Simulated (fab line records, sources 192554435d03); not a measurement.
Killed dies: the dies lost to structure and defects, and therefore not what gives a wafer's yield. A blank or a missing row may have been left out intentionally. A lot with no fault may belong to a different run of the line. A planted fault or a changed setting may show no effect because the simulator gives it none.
Comparing a struck lot with a sound one ; flow n5 finfet ; 35 out of 1938 route steps
Sound: the wafers L136.2, L136.4, L136.6. The struck wafers were L132.1, L132.3, L132.6. Last of all comes the cause.
At each step with rows: each side's tool, then ch and its chambers, then its first start. Under that, the readings that differ: sound wafers ; struck wafers ; difference of the means ; sigmas: that difference in standard deviations of wafers without a fault.
alike: words and numbers the same on both sides, and readings whose means are apart by under 2 such deviations; not compared: readings that were withheld, readings missing a value for some wafer, numbers with overlapping values and no deviation given by the record, and bounds like >300 which may hide the same value.
A row with sigmas, a row that says differs or no value, or rows on one side alone: a step with any of these is where the two part. When numbers do not overlap yet have no deviation, they are printed without sigmas and do not part them. Lack of a reading on every wafer of one side parts them only where that side has two or more wafers.

first, 10 steps without rows for these wafers: N5_BEOL_M3_STRIP_36 (strips in N2/H2); N5_BEOL_M3_TRENCH_ETCH_37 (etches SiOC in C4F6/O2, target depth 55.555 nm, time 29.2 s); N5_BEOL_M3_ETCH_41 (etches SiCN in CH3F/O2, target depth 29.9 nm, time 52.5 s); N5_BEOL_M3_STRIP_97 (strips in N2/H2, time 10 s); N5_BEOL_M3_HM_STRIP_39 (strips TiN in peroxide tin strip, target depth 25 nm, time 158 s); N5_BEOL_M3_SRD_40 (time 30 s); N5_BEOL_M3_PRECLEAN_42 (cleans in residue remover, time 60 s); N5_BEOL_M3_SRD_43 (time 30 s); N5_BEOL_M3_DEGAS_44 (time 60 s); N5_BEOL_M3_PRE_CLEAN_45 (time 30 s).
N5_BEOL_M3_ALD_84: deposits TaN, pulse time 2 s, purge time 3 s, co reactant purge time 2 s.
  sound on ald metal-04 ch 1,2, day 12 19:02; struck on ald metal-03 ch 0,1,3, day 12 00:14
  no value came back on the struck wafers for ald cycles, chamber pressure Torr (Torr), heater power outer w (W), heater power w (W); on the sound wafers ald cycles reads 30 30 30
then, 21 steps without rows for these wafers: N5_BEOL_M3_SURFACE_TREAT_85; N5_BEOL_M3_CVD_47 (deposits Co from CCTBA/H2, target thk 3 nm, time 223.8 s); N5_BEOL_M3_SPUTTER_48 (material Cu, target thk 4.5 nm, time 8.29 s); N5_BEOL_M3_ANNEAL_49 (time 240 s); N5_BEOL_M3_SPUTTER_79 (material Cu, target thk 4.5 nm, time 8.29 s); N5_BEOL_M3_ANNEAL_80 (time 240 s); N5_BEOL_M3_SPUTTER_81 (material Cu, target thk 4.5 nm, time 8.29 s); N5_BEOL_M3_ANNEAL_82 (time 240 s); N5_BEOL_M3_SPUTTER_86 (material Cu, target thk 4.5 nm, time 8.29 s); N5_BEOL_M3_ANNEAL_87 (time 240 s); N5_BEOL_M3_SPUTTER_88 (material Cu, target thk 4.5 nm, time 8.29 s); N5_BEOL_M3_ANNEAL_89 (time 240 s); N5_BEOL_M3_SPUTTER_90 (material Cu, target thk 4.5 nm, time 8.29 s); N5_BEOL_M3_ANNEAL_91 (time 240 s); N5_BEOL_M3_SPUTTER_92 (material Cu, target thk 4.5 nm, time 8.29 s); N5_BEOL_M3_ANNEAL_93 (time 240 s); N5_BEOL_M3_SPUTTER_94 (material Cu, target thk 4.5 nm, time 8.29 s); N5_BEOL_M3_ANNEAL_95 (time 240 s); N5_BEOL_M3_SPUTTER_96 (material Cu, target thk 4.5 nm, time 8.29 s); N5_BEOL_M3_ECD_50 (material Cu, target thk 300 nm); N5_BEOL_M3_ANNEAL_51 (time 90 s).
N5_BEOL_M3_CMP_52: polishes, stops on SiOC, t overpolish 6.8 s, target thk 40 nm.
  sound on cmp-02 ch 1,2,3, day 12 21:50; struck on cmp-02 ch 1,3, day 12 03:32
reading;sound;struck;difference;sigmas
barrier field endpoint s (s);25.0 24.0 25.0;22.5 22.2 22.4;-2.3;-4
  alike: head pressure psi, motor current A
N5_BEOL_M4_RC_MEAS_101:
  the record has rows for the sound wafers here (prober-02 ch 0, day 13 15:55) and none for the struck ones
-- here the record skips 5 days between the struck wafers' starts before and after, leaving off in module BEOL_M4 and picking up in module PASSIVATION (first step shown: number 1936 of the route) --
N5_PASSIVATION_PROBE_49:
  sound: prober-02 at day 17 23:17; struck: prober-01 at day 16 16:49
reading;sound;struck;difference;sigmas
defect limited yield (%);91.1 91.4 91.5;0 0 0;-91;-61
killed_at_M0_to_M3;32 26 26;1087 1102 1082;+1062;+99 or more
killed at contacts;27 21 25;9 4 16;-15;-2
killed at front end;25 33 39;64 58 62;+29;+2
killed dies;105 102 100;1180 1180 1180;+1078;+60
killed on rim;12 12 11;152 152 152;+140;+33
sort_bin_4_leakage (%);0 0 0;88.05 89.92 88.98;+88.98;
sort n pass;1075 1078 1080;0 0 0;-1078;-60
sort yield pct (%);91.1 91.4 91.5;0 0 0;-91;-61
  alike: killed_at_M4_up, killed at other, killed open, killed short, sort_bin_5_function, sort_bin_6_memory

== WHERE THEY PART ==
Earliest at N5_BEOL_M3_ALD_84; latest, in this record, at N5_PASSIVATION_PROBE_49.

WHY: what the simulator had put in
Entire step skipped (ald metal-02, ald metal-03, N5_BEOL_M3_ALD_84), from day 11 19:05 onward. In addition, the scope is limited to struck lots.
